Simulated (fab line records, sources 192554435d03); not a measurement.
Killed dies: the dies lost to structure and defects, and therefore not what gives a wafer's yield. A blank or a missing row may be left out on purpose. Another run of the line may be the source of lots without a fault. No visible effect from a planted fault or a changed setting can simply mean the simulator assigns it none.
Lot-split experiment -- flow n5-finfet -- on a route of 1938 steps: 7 lots, 21 wafers read

== ON THE SPLIT ==
At N5_SD_EPI_P_EPI_21 (deposits SiGe:B, time 355 s), the setting epi-growth-time-s was moved away from the recipe's 355 s on 11 of the 21 wafers read, by -6.0% to +9.2%. This setting was run at the recipe's value on the other wafers.

== FROM THE SPLIT TO THE READING: what the file shows between them, 3 steps ==
- N5_SD_EPI_P_HM_STRIP_48: strips SiNx in H3PO4, material SiNx, target depth 3 nm
- N5_SD_ACTIVATION_RTA_00: time 0 s
- N5_SD_ACTIVATION_LSA_01: time 0.0008 s

== THE READING ==
At N5_SD_ACTIVATION_RS_MEAS_03, a four-point-probe measurement gives RS_SD_P in ohm/sq. On this fab line, fault-free wafers typically give 56.2 ohm/sq with a standard deviation of 0.88 ohm/sq.

wafer,"tool, chamber at the split","epi-growth-time-s as run, s",against the recipe,"RS_SD_P, ohm/sq",against lot-mates on the recipe
L075.1,"epi-rpcvd-03, 0",355,recipe,56.4,-
L075.2,"epi-rpcvd-03, 0",368.5,+3.8%,55.3,-0.9
L075.5,"epi-rpcvd-03, 0",355,recipe,56.0,-
L076.3,"epi-rpcvd-03, 0",387.8,+9.2%,53.5,-3.4
L076.4,"epi-rpcvd-03, 0",355,recipe,56.9,-
L076.6,"epi-rpcvd-03, 0",387.8,+9.2%,54.0,-2.9
L082.1,"epi-rpcvd-01, 0",355,recipe,56.0,-
L082.4,"epi-rpcvd-01, 0",355,recipe,55.2,-
L082.6,"epi-rpcvd-01, 0",376.7,+6.1%,54.0,-1.6
L084.1,"epi-rpcvd-03, 0",355,recipe,55.9,-
L084.3,"epi-rpcvd-03, 0",355,recipe,57.5,-
L084.4,"epi-rpcvd-03, 0",373.8,+5.3%,53.9,-2.8
L086.2,"epi-rpcvd-03, 0",382.2,+7.7%,54.6,no lot-mate on the recipe
L086.3,"epi-rpcvd-03, 0",382.2,+7.7%,54.5,no lot-mate on the recipe
L086.6,"epi-rpcvd-03, 0",382.2,+7.7%,55.1,no lot-mate on the recipe
L091.3,"epi-rpcvd-01, 0",333.6,-6.0%,57.4,no lot-mate on the recipe
L091.4,"epi-rpcvd-01, 0",333.6,-6.0%,58.0,no lot-mate on the recipe
L091.6,"epi-rpcvd-01, 0",333.6,-6.0%,57.8,no lot-mate on the recipe
L096.1,"epi-rpcvd-01, 0",355,recipe,58.0,-
L096.4,"epi-rpcvd-01, 0",355,recipe,57.6,-
L096.5,"epi-rpcvd-01, 0",355,recipe,57.6,-

THE FIT
A straight line over all 21 wafers: RS_SD_P changes by -0.272 ohm/sq for each +1% of epi-growth-time-s; r = -0.86; the points scatter about the line by 0.79 ohm/sq.
The same after taking each lot's own level away (the mean of its wafers on the recipe; 15 wafers): -0.344 ohm/sq for each +1%; r = -0.93; scatter 0.5 ohm/sq.
Per that fit: largest epi-growth-time-s move, reading shift of 3.2 ohm/sq.
Measured against the standard deviation above, the lots' own levels, which go from 55.60 to 57.73 ohm/sq, span 2.4 times it.
Thus the slope moves with the lot-to-lot level: the two fits are different.
Check: -3.06 ohm/sq against its lot-mates is what the line predicts for one of the wafers moved furthest among these (+9.2%) when that wafer is left out of the fit. It came out at -3.4 ohm/sq against them.

== FURTHER SPLITS ON THESE WAFERS ==
Before the reading, these wafers also passed through other splits. Each is held against what the fit with the lots' levels taken away leaves over:
other split on the same wafers,wafers away from the commonest value,r with RS_SD_P (lot level and that fit taken away)
N5_ZERO_LAYER_PEB_09 peb-time-s,as run: not given for these wafers,-
N5_WELL_APT_COAT_02 spin-rpm,6,-0.17
N5_FIN_SAQP_ALD_61 ald-cycles,7,+0.20
N5_FIN_SAQP_COAT_49 spin-rpm,9,-0.44
N5_DUMMY_GATE_CVD_03 temp-c,15,-0.22
N5_DUMMY_GATE_COAT_28 spin-rpm,8,-0.11
N5_SD_EPI_P_ETCH_16 target-depth-a,4,+0.13

== THE WHOLE CHAIN: every reading that the file lists as answering this split, in the file's order ==
step,what it does,reading,change (the file's fit),r (the file's)
N5_SD_EPI_P_EPI_21,"deposits SiGe:B, time 355 s","SiGe-B_of_SD_EPI_P_EPI_21.thk-nm (the simulator's own value, which no gauge read)",+0.383 nm for each +1% of the setting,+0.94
N5_SD_ACTIVATION_RS_MEAS_03,measures by four-point-probe,RS_SD_P,-0.344 for each +1% of the setting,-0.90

== FILE'S OWN FIT ==
RS_SD_P changes by -0.344 ohm/sq for each +1% of epi-growth-time-s, r = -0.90.
